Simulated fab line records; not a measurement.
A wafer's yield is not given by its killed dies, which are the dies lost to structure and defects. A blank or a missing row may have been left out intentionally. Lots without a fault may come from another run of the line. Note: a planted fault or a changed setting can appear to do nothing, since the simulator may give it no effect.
8D (eight disciplines) problem report, filled in by code || flow n5 finfet || the parts of the form that need people (team, actions taken, sign-off) are left out

== 1. WHAT WENT WRONG ==
At N5_BEOL_M2_COAT_61, spin speed rpm averages 1405.2 rpm over 6 wafers from 2 lots, while fault-free wafers read 1500.1 rpm, standard deviation 0.95. That is -99 or more standard deviations from the usual mean.
The step: time 60 s, resist thk 60 nm.
Earliest sighting: wafer L644.1 on litho track-04 at day 9 07:53. The record holds 30 wafers of 10 lots with a number at this step. The rule behind "out" and "out of limits": a value lying over 4 standard deviations away from the usual mean. All remaining wafers that have a number are taken as sound.

== 2. WHAT IT IS, AND WHAT IT ISN'T ==
{"question": "which readings at this step", "is": "spin speed rpm", "is not": "plate temp C"}
{"question": "which lots", "is": "L644, L645", "is not": "L634, L636, L637, L638, L647, L649, L650, L652"}
{"question": "which wafers of those lots", "is": "all that have a number", "is not": "-"}
{"question": "read on which tools", "is": "litho track-04", "is not": "litho track-01, litho track-02"}
{"question": "when", "is": "from day 9 07:53", "is not": "up to then (12 sound wafers); but 12 sound wafers of L647, L649, L650, L652 came after"}

== 3. SUSPECTS, AND WHAT RULES EACH OUT ==
Counting: any tool at a process step up to the reading is kept as a suspect provided that every lot that is out went through it and no sound lot did after the first of them.
- pecvd-03 at N5_BEOL_M2_PECVD_72 (deposits SiO2 from TEOS/O2, target thk 16 nm, time 18 s): ruled out as a lasting fault. After its first lot that is out, L644 (day 9 07:43), sound lots L647, L649, L652 ran on it.
- litho track-04 at N5_BEOL_M2_COAT_61 (time 60 s, resist thk 60 nm): kept. All lots that are out passed through it, beginning with L644 at day 9 07:53, and no sound lot followed; its final sound lot before that point was L638 at day 7 23:33. Its own readings are out on those wafers: spin speed rpm.
Remaining after the count: litho track-04 at N5_BEOL_M2_COAT_61.

== 4. THE CAUSE (what the simulator had put in) ==
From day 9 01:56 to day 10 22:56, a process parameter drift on litho track-04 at N5_BEOL_M2_COAT_61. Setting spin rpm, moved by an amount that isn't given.
This tool alone remained once counting was done.

== 5. THE CHAIN OF EFFECTS, in route order ==
Each row: a reading whose mean over the struck wafers that have a number lies more than 3 standard deviations from the usual. Only readings for which the record gives a usual standard deviation are gone through. hours: the time from each lot's start at the first step in this table that gives one to its start at this step, as a median over the lots. sigmas: the change in usual standard deviations.
{"hours": 0, "step": "N5_BEOL_M2_COAT_61", "reading": "spin speed rpm", "usual": "1500.1 rpm", "on struck wafers": 1405.2, "change": -94.9, "sigmas": "-99 or more"}
Its process steps:
- N5_BEOL_M2_COAT_61: time 60 s, resist thk 60 nm.
At these later measuring or inspecting steps, every struck wafer for which the step has a row has a number for every such reading, and none has moved that far: N5_BEOL_M4_RC_MEAS_101.

== 6. WHAT WOULD HAVE CAUGHT IT SOONER ==
In this record no reading fell out of limits until day 9 07:53, 6 hours after the fault had begun at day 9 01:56.
